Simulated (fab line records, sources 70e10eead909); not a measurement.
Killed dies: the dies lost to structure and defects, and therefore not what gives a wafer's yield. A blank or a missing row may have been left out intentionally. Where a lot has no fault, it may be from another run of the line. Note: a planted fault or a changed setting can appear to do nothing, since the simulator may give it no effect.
Chamber matching ; flow nandHarc ; NHARC_A_BLC_CMP_25 on cmp-03 has 4 sister chambers
The step polishes, t overpolish 30 s, target thk 150 nm. 14 wafers are shown with their chamber, then 6 later ones without.

WAFERS, EACH WITH ITS CHAMBER
wafer;chamber;motorCurrentA (A);overpolishRunS (s);timeToEndpointS (s)
L275.3;0;12.7;29.991;31.4
L275.4;3;12.6;30.000;33.5
L275.5;3;13.1;30.013;34.1
L276.2;0;12.2;30.011;28.8
L276.4;2;11.5;30.003;32.5
L276.5;1;11.3;29.999;33.2
L287.2;3;12.8;29.994;27.1
L287.3;1;11.4;29.994;31.2
L287.5;3;13.9;29.984;27.1
L286.2;0;12.5;30.000;30.9
L286.3;1;11.9;29.998;32.4
L295.1;2;11.5;30.012;30.2
L295.3;0;13.0;30.010;29.2
L295.6;3;13.4;30.002;31.1

SIGNATURES (means of the wafers above)
reading;chamber 0;chamber 1;chamber 2;chamber 3;scatter within a chamber
motorCurrentA;12.600;11.533;11.500;13.160;0.4
overpolishRunS;30.00300;29.99700;30.00750;29.99860;0.00881
timeToEndpointS;30.075;32.267;31.350;30.580;2.34
Rule: a wafer lies at a distance from a chamber equal to the root of the sum of squares, over the readings, of (its reading less the chamber's mean, divided by the reading's scatter). The wafer belongs to the nearest chamber; if the next one is less than 2 further off, it can't be placed. How the scatter is found: for the shown wafers, subtract from each reading the mean of its chamber, square and add these, divide the total by (wafers less chambers), then take the root.

WAFERS WITH NO CHAMBER GIVEN
wafer;motorCurrentA (A);overpolishRunS (s);timeToEndpointS (s)
L298.1;11.5;30.001;33.2
L298.2;13.1;29.984;28.8
L298.6;12.0;29.999;32.2
L297.2;13.7;29.991;30.5
L297.4;12.2;30.002;27.3
L297.5;11.7;30.000;32.1

THE CHAMBER EACH PASSED THROUGH
wafer;from the rows above;in truth
L298.1;can't be placed: 1 or 2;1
L298.2;can't be placed: 3 or 0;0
L298.6;can't be placed: 1 or 2 or 0 or 3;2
L297.2;can't be placed: 3 or 0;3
L297.4;can't be placed: 0 or 2 or 1 or 3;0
L297.5;can't be placed: 1 or 2 or 0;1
Correct placement for 0 of the 6. From these rows, 6 cannot be placed; in 6 the true chamber is one of the candidates. Placed wrongly: 0.
